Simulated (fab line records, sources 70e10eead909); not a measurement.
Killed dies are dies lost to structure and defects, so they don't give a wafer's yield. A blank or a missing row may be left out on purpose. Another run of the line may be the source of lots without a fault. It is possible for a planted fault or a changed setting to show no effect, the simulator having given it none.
fab line records | flow nandHarc
record: lots: 12 wafers: 36 lastDay: 34
route steps=1302 shown P_GATE@172 END@1302
lots with no fault: from the same line, run without faults
startH: hours from the record's opening day to when the first of the lot's shown wafers began | waitH: time in hours since the lot's previous step | " repeats the value in the row above | L1.1+2: a single row standing in for several wafers | - value missing, or start not given | * or withheld: withheld | < > ~ a bound
route shown NAME@n: names a module that has steps shown in the file, with the first one's number in the route | usual: average and standard deviation across the fault-free wafers | same: alike in all rows | chamber/n: place in a boat | sites: the reading at each site | _std_site: their standard deviation | _edge_site: the outer-site mean with the inner-site mean subtracted | radiusMm: how far each site lies from the wafer's centre | mask NAME#n: copy n | behind: the tool/chamber that last shaped the wafer | hold: the reason the lot was held/the length of the hold in hours/how it ended | device: which transistor (n, p or np) failed to switch | end of line: tests run on the same wafers once the route is complete | a step without rows: its recipe alone | killed: dies that structure and defects cost at the first sort, which is not the same as the wafer's yield | map: the dies of a wafer, with x for killed, . for not killed, _ for no die there
set.NAME: the run value of the setting; set.NAME@STEP: its run value at that earlier step | model.NAME: the simulator's own value behind a step, which no gauge read
route steps across a sampled set of lots; one table per step, one row per wafer
services: a tool's chamber out of use, with start hour (startH, from the record's first day; less than 0 if before it), hours out, and reason
== steps ==
step: NHARC_P_GATE_DESCUM_48
recipe: timeS: 3 o2FlowSccm: 200 arFlowSccm: 0 biasPowerW: 0 chemistry: O2
usual: drypumpMotorCurrentA: 5.7/0.51 o2FlowSccm: 200.0/0.64 oesProductAu: 1.001/0.013 rfVppV: 57.9/0.79 showerheadPlenumPTorr: 1.94/0.098 throttleValvePct: 11.312/0.0093
columns lot.wafer tool chamber startH waitH drypumpMotorCurrentA o2FlowSccm oesProductAu rfHoursCounterH rfVppV showerheadPlenumPTorr throttleValvePct
L376.2 rieDiel-08 2 146.10 - 6.5 200.3 1.010 9.7 58.1 1.98 11.299
L376.6 " 2 " " 6.5 201.8 1.000 - 57.4 1.98 11.307
L376.5 " 3 " " 6.2 199.7 0.979 - 58.8 2.01 11.319
L377.3 rieDiel-10 2 157.05 - 4.8 200.2 1.001 5.6 56.5 1.82 11.303
L377.2 " 3 " " 5.8 200.8 1.016 5.4 58.3 1.91 11.321
L377.4 " 1 " " 5.7 200.1 1.018 6.1 57.5 1.78 11.320
L378.4 rieDiel-10 2 168.50 - 4.9 199.7 1.017 5.8 56.2 1.82 11.324
L378.2 " 0 " " 5.6 199.0 1.017 5.1 57.8 2.02 11.312
L378.6 " 2 " " 4.8 200.5 1.022 - 58.1 1.82 11.330
L379.1 rieDiel-10 0 177.28 - 5.6 199.7 1.009 5.2 57.5 2.02 11.330
L379.5 " 1 " " 5.7 199.7 1.010 - 57.3 1.78 11.302
L379.6 " 2 " " 4.8 199.4 1.012 - 57.6 1.82 11.308
L381.3 rieDiel-09 1 194.33 - 5.2 199.7 0.993 1.6 57.3 2.06 11.308
L381.1 " 0 " " 5.9 199.6 1.018 1.9 57.1 2.02 11.315
L381.5 " 1 " " 5.2 200.0 0.997 - 60.2 2.06 11.305
L382.2 rieDiel-08 2 209.30 - 6.5 199.7 0.994 0.2 57.3 1.98 11.316
L382.5 " 1 " " 5.9 199.2 0.994 - 56.7 1.81 11.307
L382.6 " 2 " " 6.5 198.9 1.004 - 58.0 1.98 11.300
L388.3 rieDiel-08 2 273.65 - 6.5 200.3 1.004 4.0 58.3 1.98 11.311
L388.1 " 3 " " 6.2 200.4 0.989 3.5 59.7 2.01 11.316
L388.5 " 2 " " 6.5 199.5 1.021 - 58.4 1.98 11.322
L389.4 rieDiel-08 2 281.56 - 6.5 198.6 1.014 4.1 58.2 1.98 11.303
L389.5 " 2 " " 6.5 198.6 1.004 - 57.4 1.98 11.308
L389.6 " 3 " " 6.3 200.3 0.994 - 57.4 2.01 11.311
L391.2 rieDiel-08 3 295.73 - 6.3 199.7 1.002 4.0 56.4 2.01 11.317
L391.6 " 3 " " 6.3 199.7 0.996 - 57.9 2.01 11.320
L391.5 " 0 " " 5.6 200.2 0.996 - 58.0 2.06 11.311
L390.1 rieDiel-09 0 295.90 - 5.9 200.4 1.005 10.0 58.1 2.02 11.316
L390.3 " 1 " " 5.2 200.9 0.987 8.8 59.1 2.06 11.325
L390.5 " 0 " " 5.9 200.7 1.000 - 58.8 2.02 11.311
L393.1 rieDiel-10 1 326.25 - 5.7 199.1 1.022 1.6 56.6 1.78 11.306
L393.4 " 3 " " 5.8 200.4 0.995 1.6 57.0 1.90 11.294
L393.6 " 1 " " 5.7 200.4 1.013 - 56.3 1.78 11.318
L395.4 rieDiel-08 1 336.32 - 5.9 199.5 0.992 7.3 57.4 1.81 11.296
L395.2 " 2 " " 6.5 198.9 1.020 6.3 58.3 1.98 11.308
L395.3 " 0 " " 5.6 198.8 0.997 8.6 57.9 2.06 11.310
step: NHARC_P_GATE_STRIP_76
recipe: powerW: 1500 tempC: 250 chemistry: O2
usual: drypumpMotorCurrentA: 5.7/0.49 heaterPowerW: 355/55
columns lot.wafer tool chamber startH waitH drypumpMotorCurrentA heaterPowerW rfHoursCounterH
L376.2 plasmaAsher-02 0 148.80 0.2 6.0 373 13
L376.5 " 0 " " 6.0 368 -
L376.6 " 1 " " 5.0 349 -
L377.2 plasmaAsher-01 0 159.41 0.2 6.2 265 35
L377.3 " 1 " " 5.4 402 -
L377.4 " 0 " " 6.3 266 -
L378.2 plasmaAsher-02 0 171.11 0.2 6.0 356 19
L378.4 " 1 " " 5.0 352 -
L378.6 " 1 " " 5.0 352 -
L379.1 plasmaAsher-02 1 179.67 0.2 5.0 352 21
L379.5 " 0 " " 6.0 365 -
L379.6 " 1 " " 5.0 357 -
L381.1 plasmaAsher-01 0 196.72 0.2 6.2 287 5
L381.3 " 0 " " 6.3 280 -
L381.5 " 0 " " 6.2 283 -
L382.2 plasmaAsher-01 1 211.58 0.2 5.3 418 8
L382.5 " 1 " " 5.3 426 -
L382.6 " 0 " " 6.3 280 -
L388.1 plasmaAsher-01 0 275.95 0.2 6.3 270 23
L388.3 " 0 " " 6.3 282 -
L388.5 " 1 " " 5.4 421 -
L389.4 plasmaAsher-02 0 283.96 0.2 6.0 372 -
L389.5 " 0 " " 6.0 360 -
L389.6 " 1 " " 5.0 334 -
L391.2 plasmaAsher-02 1 298.12 0.2 5.0 342 8
L391.6 " 0 " " 6.0 380 -
L391.5 " 1 " " 5.0 333 -
L390.1 plasmaAsher-01 1 298.51 0.2 5.4 432 28
L390.3 " 0 " " 6.2 283 -
L390.5 " 1 " " 5.4 425 -
L393.1 plasmaAsher-02 1 328.67 0.2 5.0 339 14
L393.4 " 1 " " 5.0 350 -
L393.6 " 1 " " 5.1 340 -
L395.2 plasmaAsher-01 0 338.82 0.2 6.3 281 36
L395.4 " 0 " " 6.3 282 -
L395.3 " 1 " " 5.4 437 -
step: NHARC_P_GATE_IMPLANT_94
recipe: energyKev: 60 doseCm2: 2e+15 tiltDeg: 7
usual: beamEnergyKeV: 60.001/0.019 beamOnS: 21.7/1.6 endStationPressureTorr: 1.22e-05/9e-07 tiltDeg: 7.004/0.017
columns lot.wafer tool chamber startH waitH beamEnergyKeV beamOnS endStationPressureTorr tiltDeg
L376.2 implanter-01 0 149.94 0.1 59.989 23.4 1.17e-05 7.018
L376.5 " 0 " " 60.001 23.0 1.18e-05 7.024
L376.6 " 0 " " 59.986 23.1 1.21e-05 7.000
L377.2 implanter-02 0 160.66 0.1 59.975 20.6 1.2e-05 6.997
L377.3 " 0 " " 59.977 20.1 1.3e-05 6.997
L377.4 " 0 " " 59.985 19.9 1.34e-05 7.007
L378.2 implanter-01 0 172.50 0.1 59.982 23.9 1.13e-05 7.007
L378.4 " 0 " " 60.004 25.0 1.18e-05 7.007
L378.6 " 0 " " 59.995 24.1 1.15e-05 7.014
L379.1 implanter-02 0 180.76 0.1 59.979 20.2 1.19e-05 7.008
L379.5 " 0 " " 60.008 19.5 1.35e-05 7.030
L379.6 " 0 " " 60.000 19.8 1.31e-05 7.006
L381.1 implanter-02 - 197.94 0.1 - - - -
L381.3 " - " " - - - -
L381.5 " - " " - - - -
L382.2 implanter-01 - 212.87 0.2 - - - -
L382.5 " - " " - - - -
L382.6 " - " " - - - -
L388.1 implanter-01 0 277.17 0.1 60.021 23.7 1.01e-05 7.018
L388.3 " 0 " " 60.038 23.5 1.14e-05 7.003
L388.5 " 0 " " 60.016 22.9 1.15e-05 6.997
L389.4 implanter-01 0 285.26 0.2 60.003 22.8 1.22e-05 7.013
L389.5 " 0 " " 59.993 23.1 1.06e-05 7.027
L389.6 " 0 " " 59.984 23.8 1.16e-05 7.009
L391.2 implanter-02 0 299.36 0.2 59.994 19.9 1.27e-05 7.004
L391.5 " 0 " " 60.025 19.9 1.39e-05 6.976
L391.6 " 0 " " 59.993 20.2 1.37e-05 6.990
L390.1 implanter-01 0 299.60 0.1 60.007 23.2 1.21e-05 6.987
L390.3 " 0 " " 60.049 23.8 1.1e-05 6.994
L390.5 " 0 " " 60.008 23.4 1.23e-05 6.977
L393.1 implanter-02 0 329.94 0.1 59.991 19.7 1.18e-05 7.004
L393.4 " 0 " " 59.988 20.6 1.31e-05 6.998
L393.6 " 0 " " 59.956 20.1 1.25e-05 7.001
L395.2 implanter-02 0 339.98 0.2 60.012 21.1 1.27e-05 6.973
L395.3 " 0 " " 60.001 20.2 1.21e-05 7.024
L395.4 " 0 " " 60.021 20.8 1.27e-05 6.996
step: NHARC_P_GATE_STRIP_95
recipe: powerW: 1500 tempC: 250 chemistry: O2
usual: drypumpMotorCurrentA: 5.7/0.49 heaterPowerW: 353/55
columns lot.wafer tool chamber startH waitH drypumpMotorCurrentA heaterPowerW rfHoursCounterH
L376.2 plasmaAsher-02 0 150.86 0.5 6.0 374 14
L376.5 " 1 " " 5.0 360 -
L376.6 " 0 " " 6.0 367 -
L377.2 plasmaAsher-02 1 161.57 0.5 5.0 359 16
L377.3 " 0 " " 6.0 376 -
L377.4 " 1 " " 5.0 341 -
L378.2 plasmaAsher-02 1 173.42 0.5 5.0 359 20
L378.4 " 0 " " 6.0 374 -
L378.6 " 1 " " 5.0 351 -
L379.1 plasmaAsher-02 0 181.70 0.6 6.0 369 22
L379.6 " 0 " " 6.0 360 -
L379.5 " 1 " " 5.0 350 -
L381.1 plasmaAsher-01 0 198.90 0.6 6.3 277 6
L381.3 " 1 " " 5.4 422 -
L381.5 " 1 " " 5.4 434 -
L382.2 plasmaAsher-01 1 213.78 0.6 5.4 421 9
L382.5 " 1 " " 5.4 419 -
L382.6 " 0 " " 6.3 282 -
L388.1 plasmaAsher-01 1 278.11 0.6 5.3 425 24
L388.3 " 1 " " 5.4 429 -
L388.5 " 0 " " 6.3 274 -
L389.4 plasmaAsher-02 0 286.14 0.3 6.1 369 -
L389.5 " 1 " " 5.0 340 -
L389.6 " 0 " " 6.0 372 -
L391.2 plasmaAsher-02 0 300.26 0.6 6.0 368 9
L391.6 " 0 " " 6.1 373 -
L391.5 " 1 " " 5.0 341 -
L390.1 plasmaAsher-01 0 300.56 0.5 6.3 278 29
L390.3 " 1 " " 5.4 414 -
L390.5 " 1 " " 5.4 421 -
L393.1 plasmaAsher-01 0 331.03 0.6 6.3 280 34
L393.4 " 0 " " 6.3 287 -
L393.6 " 0 " " 6.3 282 -
L395.2 plasmaAsher-02 0 340.89 0.6 6.1 372 17
L395.3 " 0 " " 6.1 371 -
L395.4 " 1 " " 5.0 344 -
step: NHARC_END_SORT_01
recipe: tempC: 25
usual: killedAtArray: 63/27 killedAtOther: 0.7/1.2 killedAtPeriphery: 3.1/2 killedDies: 67/28 killedOpen: 3.0/1.9 killedShort: 2.2/1.5
same: grossDies: 677
columns lot.wafer tool chamber startH waitH killedAtArray killedAtOther killedAtPeriphery killedDies killedOpen killedShort
L378.2 prober-02 0 616.52 2.8 21 0 6 27 3 3
L378.4 prober-02 0 618.10 3.4 23 0 1 24 3 1
L378.6 prober-02 0 619.68 4.0 20 1 2 23 3 2
L381.1 prober-01 0 654.09 2.5 71 4 602 677 3 1
L381.3 prober-01 0 655.69 3.1 74 6 597 677 1 4
L381.5 prober-01 0 657.30 3.7 63 5 609 677 4 0
L382.2 prober-02 0 659.69 2.8 22 0 655 677 6 2
L382.5 prober-02 0 662.03 3.6 28 0 649 677 5 2
L382.6 prober-02 0 662.81 3.9 22 0 655 677 6 1
L388.5 prober-02 0 742.75 3.7 56 0 3 59 2 1
L390.1 prober-01 0 749.84 2.5 60 0 4 64 1 2
L390.3 prober-01 0 751.43 3.1 48 1 2 51 0 1
L390.5 prober-01 0 753.02 3.7 44 0 3 47 2 0
L389.4 prober-02 0 752.17 3.4 46 0 4 50 6 1
L389.5 prober-02 0 752.97 3.7 49 0 4 53 1 4
killed by level:class
L378.2 A_CHANNEL_HOLE_D2:chamberFilmFlake=9 A_CONTACT:chamberFilmFlake=5 P_BONDPAD:chamberFilmFlake=3 A_WL_FILL:geometricParticle:short=2 A_CHANNEL_HOLE_D1:chamberFilmFlake=2 P_CONTACT:geometricParticle:short=1 P_M0:geometricParticle:open=1 A_CHANNEL_FILL_D2:geometricParticle:open=1
L378.4 A_CHANNEL_HOLE_D2:chamberFilmFlake=11 A_SLIT:chamberFilmFlake=3 A_M0:geometricParticle:open=2 A_STAIRCASE:chamberFilmFlake=2 A_BONDPAD:chamberFilmFlake=2 A_ONON_D1:geometricParticle:short=1 A_WL_FILL:geometricParticle:open=1 P_BONDPAD:chamberFilmFlake=1
L378.6 A_CHANNEL_HOLE_D2:chamberFilmFlake=7 A_CHANNEL_HOLE_D1:chamberFilmFlake=5 A_CONTACT:chamberFilmFlake=3 A_BONDPAD:chamberFilmFlake=2 P_CONTACT:geometricParticle:open=1 P_M0:geometricParticle:open=1 A_ONON_D1:geometricParticle:short=1 A_DECK1_JOINT:geometricParticle:short=1
L381.1 P_GATE:areaImplant=601 A_SLIT:chamberFilmFlake=34 A_CHANNEL_HOLE_D2:chamberFilmFlake=14 A_CHANNEL_HOLE_D1:chamberFilmFlake=5 A_STAIRCASE:chamberFilmFlake=4 A_WL_FILL:chamberFilmFlake=4 A_CONTACT:chamberFilmFlake=4 THIN_TSV:chamberFilmFlake=4
L381.3 P_GATE:areaImplant=595 A_SLIT:chamberFilmFlake=35 A_CHANNEL_HOLE_D2:chamberFilmFlake=13 A_CHANNEL_HOLE_D1:chamberFilmFlake=6 A_WL_FILL:chamberFilmFlake=6 THIN_TSV:chamberFilmFlake=4 A_CHANNEL_FILL_D1:chamberFilmFlake=3 A_STAIRCASE:chamberFilmFlake=3
L381.5 P_GATE:areaImplant=607 A_SLIT:chamberFilmFlake=33 A_CHANNEL_HOLE_D2:chamberFilmFlake=12 A_CHANNEL_HOLE_D1:chamberFilmFlake=6 THIN_TSV:chamberFilmFlake=5 A_STAIRCASE:chamberFilmFlake=4 P_ZERO_WELL:chamberFilmFlake=2 A_WL_FILL:chamberFilmFlake=2
L382.2 P_GATE:areaImplant=651 A_CHANNEL_HOLE_D1:chamberFilmFlake=5 A_STAIRCASE:chamberFilmFlake=5 P_ZERO_WELL:chamberFilmFlake=2 A_SLIT:chamberFilmFlake=2 A_CONTACT:chamberFilmFlake=2 P_GATE:geometricParticle:open=1 P_CONTACT:geometricParticle:open=1
L382.5 P_GATE:areaImplant=647 A_CHANNEL_HOLE_D1:chamberFilmFlake=12 A_CONTACT:chamberFilmFlake=3 A_CHANNEL_FILL_D1:chamberFilmFlake=2 A_STAIRCASE:chamberFilmFlake=2 P_M0:geometricParticle:open=1 A_SOURCE_PLATE:geometricParticle:open=1 A_CHANNEL_FILL_D1:geometricParticle:open=1
L382.6 P_GATE:areaImplant=651 A_CHANNEL_HOLE_D1:chamberFilmFlake=8 A_CONTACT:chamberFilmFlake=3 P_M1:geometricParticle:open=2 A_M1:geometricParticle:open=2 A_CHANNEL_FILL_D1:chamberFilmFlake=2 A_CHANNEL_HOLE_D2:unspecified=2 A_CHANNEL_HOLE_D2:chamberFilmFlake=2
L388.5 A_SLIT:chamberFilmFlake=35 A_CHANNEL_HOLE_D1:chamberFilmFlake=10 A_CONTACT:chamberFilmFlake=5 A_STAIRCASE:chamberFilmFlake=3 P_M0:geometricParticle:open=1 A_CHANNEL_FILL_D1:geometricParticle:short=1 A_M0:geometricParticle:open=1 P_ZERO_WELL:chamberFilmFlake=1
L390.1 A_SLIT:chamberFilmFlake=34 A_CHANNEL_HOLE_D1:chamberFilmFlake=10 A_CONTACT:chamberFilmFlake=10 A_DECK1_JOINT:chamberFilmFlake=2 P_M0:geometricParticle:short=1 A_ONON_D2:geometricParticle:open=1 A_CHANNEL_FILL_D2:geometricParticle:short=1 P_STI:chamberFilmFlake=1
L390.3 A_SLIT:chamberFilmFlake=23 A_CHANNEL_HOLE_D1:chamberFilmFlake=12 A_CONTACT:chamberFilmFlake=12 P_STI:chamberFilmFlake=2 A_M0:geometricParticle:short=1 THIN_TSV:chamberFilmFlake=1
L389.4 A_SLIT:chamberFilmFlake=22 A_SGD_CUT:chamberFilmFlake=10 A_CHANNEL_HOLE_D1:chamberFilmFlake=8 P_M0:geometricParticle:open=2 P_CONTACT:geometricParticle:open=1 P_M0:geometricParticle:short=1 A_ONON_D1:geometricParticle:open=1 A_BLC:geometricParticle:open=1
L389.5 A_SLIT:chamberFilmFlake=29 A_CHANNEL_HOLE_D1:chamberFilmFlake=10 A_SGD_CUT:chamberFilmFlake=6 P_STI:chamberFilmFlake=2 P_M0:geometricParticle:short=1 P_M2:geometricParticle:short=1 A_DECK1_JOINT:geometricParticle:short=1 A_DECK1_JOINT:geometricParticle:open=1
L390.5 A_SLIT:chamberFilmFlake=21 A_CHANNEL_HOLE_D1:chamberFilmFlake=8 A_CONTACT:chamberFilmFlake=6 A_ZERO_WELL:chamberFilmFlake=4 A_STAIRCASE:chamberFilmFlake=2 A_DECK1_JOINT:geometricParticle:open=1 A_M0:geometricParticle:open=1 P_ZERO_WELL:chamberFilmFlake=1
== services ==
columns tool chamber startH hours kind
rieDiel-08 0 124.87 10.0 repair
rieDiel-08 1 126.29 4.6 repair
rieDiel-08 0 142.46 17.4 repair
rieDiel-09 - 143.10 9.0 pm
implanter-02 - 146.00 13.0 pm
plasmaAsher-01 - 165.30 9.0 pm
rieDiel-08 0 184.64 4.4 repair
implanter-02 - 186.56 1.8 repair
rieDiel-08 - 191.00 9.0 pm
plasmaAsher-02 - 195.35 3.1 repair
rieDiel-08 3 208.57 24.6 repair
rieDiel-08 0 229.64 1.2 repair
implanter-01 - 232.74 4.2 repair
rieDiel-10 - 242.50 9.0 pm
plasmaAsher-02 - 249.00 9.0 pm
plasmaAsher-02 0 249.00 12.3 ventCycle
plasmaAsher-02 1 249.00 12.3 ventCycle
plasmaAsher-01 - 307.26 4.2 repair
rieDiel-10 1 310.12 2.7 repair
rieDiel-08 2 311.01 22.4 repair
rieDiel-09 - 320.10 9.0 pm
implanter-01 - 327.00 13.0 pm
rieDiel-08 3 331.54 1.5 repair
rieDiel-09 1 338.97 12.4 repair
== key ==
firstSign: step: NHARC_P_GATE_IMPLANT_94 reading: toolRecord direction: missing
effect: step: NHARC_END_SORT_01 reading: killedAtPeriphery direction: up sigmas: 99+ usual: 3.1 struck: 627.8
moreKillsBornAt: NHARC_P_GATE_IMPLANT_94@implanter-01: 1949 NHARC_P_GATE_IMPLANT_94@implanter-02: 1803
metAt NHARC_P_GATE_IMPLANT_94
struckLots L381,L382
laterRowsLeftOut L381.1,L381.3,L381.5,L382.2,L382.5,L382.6
testerLeftOut L381,L382
notActingAt NHARC_P_GATE_DESCUM_48,NHARC_P_GATE_STRIP_76,NHARC_P_GATE_STRIP_95
onsetBetween 180.76 197.94
fault: kind: skippedStepWhole tool: implanter-01,implanter-02 chamber: - onsetH: 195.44 steps: NHARC_P_GATE_IMPLANT_94 scope: struckLotsOnly
testerLeftOut: of these lots the tester's yield and bins aren't shown, on N5 and GAA mostly nor the transistor test; their killed dies are dies lost to structure and defects alone, not to doping, threshold or leakage, so they don't give the yield
laterRowsLeftOut: the simulator's readings of these wafers behind a module that went badly wrong aren't trusted and aren't shown, but for the sort
